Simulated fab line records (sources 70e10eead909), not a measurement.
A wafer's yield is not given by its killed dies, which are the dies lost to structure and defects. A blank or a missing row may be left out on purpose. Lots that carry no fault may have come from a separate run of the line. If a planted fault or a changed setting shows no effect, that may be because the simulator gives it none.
The tool behind it: which one? :: flow nand harc :: 21 wafers from 7 lots sampled at 2 of the route's 1302 steps

== WHAT THE GAUGES READ, wafer by wafer ==
NHARC_THIN_TSV_THK_MEAS_02: measures by ir.
lot: L789
measured: day 24 19:23
on: film metro-02
thk nm (nm): 3191 2956 2796

lot: L791
measured: day 26 08:27
on: film metro-02
thk nm (nm): 3131 2917 3044

lot: L792
measured: day 26 14:29
on: film metro-02
thk nm (nm): 2559 2886 3076

lot: L797
measured: day 28 00:44
on: film metro-02
thk nm (nm): 3239 3181 3377

lot: L798
measured: day 28 20:35
on: film metro-01
thk nm (nm): 3239 3179 2981

lot: L802
measured: day 29 19:23
on: film metro-01
thk nm (nm): 3194

lot: L808
measured: day 33 16:03
on: film metro-01
thk nm (nm): 2662 3038 2776

== TOOL THAT RAN EACH LOT (tool first, then ch and the chambers of the sampled wafers, then the start) ==
lot: L789
NHARC_A_STAIRCASE_DEP_151: pecvd-02 ch 0,1,2, day 18 20:26

lot: L791
NHARC_A_STAIRCASE_DEP_151: pecvd-02 ch 0,1,2, day 20 02:11

lot: L792
NHARC_A_STAIRCASE_DEP_151: pecvd-02 ch 0,1, day 20 15:00

lot: L797
NHARC_A_STAIRCASE_DEP_151: pecvd-02 ch 0,1, day 22 01:26

lot: L798
NHARC_A_STAIRCASE_DEP_151: pecvd-03 ch 0,1,2, day 23 02:05

lot: L802
NHARC_A_STAIRCASE_DEP_151: pecvd-02 ch 0,1,2, day 24 08:38

lot: L808
NHARC_A_STAIRCASE_DEP_151: pecvd-01 ch 1,2, day 27 00:40
- NHARC_A_STAIRCASE_DEP_151: deposits SiO2, target thk 7200 nm.

== THE ANSWER, worked out from the rows above alone ==
Rule: usual is defined by the lots themselves. Put in order of their means at a reading, lots are off if they are a third of the lots or fewer, leave a main group of 4 or more, and stand apart from it by a gap of 3 or more times the standard deviation of the main group's means; of several such gaps the widest counts. If all means in a main group match to the digits the tables above print for the reading, that group is not used. A lot without any number at a reading at which 4 lots or more have one is off too. All remaining lots with rows at the step are treated as sound.
None of the lots is off at any reading shown; this tells nothing.

== WHAT THE SIMULATOR HAD PUT IN ==
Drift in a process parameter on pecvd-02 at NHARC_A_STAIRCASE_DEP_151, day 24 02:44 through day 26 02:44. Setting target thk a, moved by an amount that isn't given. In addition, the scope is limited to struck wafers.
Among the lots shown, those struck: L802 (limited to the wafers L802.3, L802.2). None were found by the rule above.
